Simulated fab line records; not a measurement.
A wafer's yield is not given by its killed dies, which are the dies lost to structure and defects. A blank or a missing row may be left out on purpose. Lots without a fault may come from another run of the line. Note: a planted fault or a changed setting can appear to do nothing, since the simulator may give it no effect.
A single fault, viewed from 2 desks ; flow n5Finfet ; numbers are kept per desk, each desk with only its own; the story behind them comes last

TOOL OWNER'S DESK, rieDiel-02
The tool's own readings at N5_BEOL_M0_SAQP_SPACER1_ETCHBACK_99 (etches SiO2 in CHF3/O2, target depth 15.4 nm, time 7.7 s): means of the sampled wafers that have a number, for each lot that ran on this tool. Any lot whose mean is over 4 standard deviations away from the usual mean is out of limits and marked OUT; that distance is given in the brackets.
Columns: A = drypumpMotorCurrentA at N5_BEOL_M0_SAQP_SPACER1_ETCHBACK_99, usual 5.6 A; B = mfcArSccm at N5_BEOL_M0_SAQP_SPACER1_ETCHBACK_99, usual 200.0 sccm; C = oesProductAu at N5_BEOL_M0_SAQP_SPACER1_ETCHBACK_99, usual 0.79 a.u.; D = rfVppV at N5_BEOL_M0_SAQP_SPACER1_ETCHBACK_99, usual 521 V; E = showerheadPlenumPTorr at N5_BEOL_M0_SAQP_SPACER1_ETCHBACK_99, usual 2.41 Torr; F = throttleValvePct at N5_BEOL_M0_SAQP_SPACER1_ETCHBACK_99, usual 18.89 %
lot;first seen here;A;B;C;D;E;F
L869;day 8 01:12;5.6;199.5;0.75;513;2.30;18.89
L877;day 9 23:38;5.5;200.3;0.73;517;2.40;18.86
Result from this desk: across the 2 lots, nothing is out of limits.

AT THE METROLOGY DESK
Lot by lot, what the gauges showed, no matter which tool ran the lot: averages of those sampled wafers that carry a number. Any lot whose mean is over 4 standard deviations away from the usual mean is out of limits and marked OUT; that distance is given in the brackets. Readings shown: 7 of its 10, picked as those furthest out on some lot.
Columns: A = DIBL_N at N5_BEOL_M4_RC_MEAS_101, usual 36.5 mV/V; B = IOFF_N at N5_BEOL_M4_RC_MEAS_101, usual 0.17 nA/um; C = IOFF_P at N5_BEOL_M4_RC_MEAS_101, usual 0.21 nA/um; D = ION_N at N5_BEOL_M4_RC_MEAS_101, usual 674 uA/um; E = SS_N at N5_BEOL_M4_RC_MEAS_101, usual 71.6 mV/dec; F = VT_N at N5_BEOL_M4_RC_MEAS_101, usual 250 mV; G = VT_P at N5_BEOL_M4_RC_MEAS_101, usual -250 mV
lot;first seen here;A;B;C;D;E;F;G
L869;day 12 06:25;37.4;0.15;0.22;656;71.7;253;-248
L877;day 14 11:48;38.4;0.19;0.23;677;72.4;248;-250
L882;day 15 13:35;35.0;0.13;0.16;660;70.8;255;-255
Result from this desk: across the 3 lots, nothing is out of limits.

BROUGHT TOGETHER
The tool owner's desk saw nothing out of limits.
Metrology desk: nothing out of limits seen.

WHAT THE SIMULATOR HAD PUT IN
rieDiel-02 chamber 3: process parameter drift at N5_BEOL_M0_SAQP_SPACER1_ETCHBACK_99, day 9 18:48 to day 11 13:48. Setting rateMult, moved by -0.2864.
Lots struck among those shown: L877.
